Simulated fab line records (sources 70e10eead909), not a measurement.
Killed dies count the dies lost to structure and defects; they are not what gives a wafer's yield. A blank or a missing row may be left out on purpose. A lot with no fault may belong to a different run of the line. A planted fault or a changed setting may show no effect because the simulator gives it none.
Matching of chambers / flow nand harc / 3 sister chambers for NHARC_A_STAIRCASE_DEP_301 on pecvd-04
The step deposits SiON, target thk 30 nm. 6 wafers are shown with their chamber, then 7 later ones without.

== EACH WAFER AND ITS CHAMBER ==
wafer=L076.6; chamber=2; rf fwd power W (W)=348.2; heater power w (W)=862
wafer=L083.3; chamber=2; rf fwd power W (W)=347.4; heater power w (W)=772
wafer=L086.1; chamber=1; rf fwd power W (W)=347.3; heater power w (W)=849
wafer=L086.6; chamber=0; rf fwd power W (W)=348.4; heater power w (W)=881
wafer=L088.1; chamber=1; rf fwd power W (W)=349.1; heater power w (W)=884
wafer=L088.2; chamber=0; rf fwd power W (W)=350.1; heater power w (W)=741

== WAFERS WITHOUT THEIR CHAMBER ==
wafer=L088.4; rf fwd power W (W)=349.1; heater power w (W)=890
wafer=L090.1; rf fwd power W (W)=348.3; heater power w (W)=769
wafer=L090.3; rf fwd power W (W)=347.8; heater power w (W)=820
wafer=L090.4; rf fwd power W (W)=347.9; heater power w (W)=746
wafer=L091.2; rf fwd power W (W)=348.1; heater power w (W)=758
wafer=L091.4; rf fwd power W (W)=350.8; heater power w (W)=727
wafer=L091.5; rf fwd power W (W)=349.4; heater power w (W)=762

== WHICH CHAMBER EACH WENT THROUGH ==
wafer=L088.4; from the rows above=can't be placed: 1 or 0 or 2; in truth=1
wafer=L090.1; from the rows above=can't be placed: 2 or 0 or 1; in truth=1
wafer=L090.3; from the rows above=can't be placed: 2 or 1 or 0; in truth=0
wafer=L090.4; from the rows above=can't be placed: 2 or 0 or 1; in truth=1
wafer=L091.2; from the rows above=can't be placed: 2 or 0 or 1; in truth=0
wafer=L091.4; from the rows above=can't be placed: 0 or 2 or 1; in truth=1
wafer=L091.5; from the rows above=can't be placed: 0 or 2 or 1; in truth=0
0 of 7 placed correctly. Not placeable from these rows: 7 (in 7, the candidates include the true chamber). 0 placed wrongly.
How it was worked out, from the rows above alone: a wafer's distance from a chamber is the root of the sum, over the readings, of the square of ((its reading less the chamber's mean) divided by the reading's scatter). The wafer belongs to the nearest chamber; if the next one is less than 2 further off, it can't be placed. For every chamber, the mean is computed from those of its wafers that are shown. The scatter is the square root of a quotient: the sum, over the shown wafers, of each reading's squared deviation from its chamber's mean, divided by wafers minus chambers.
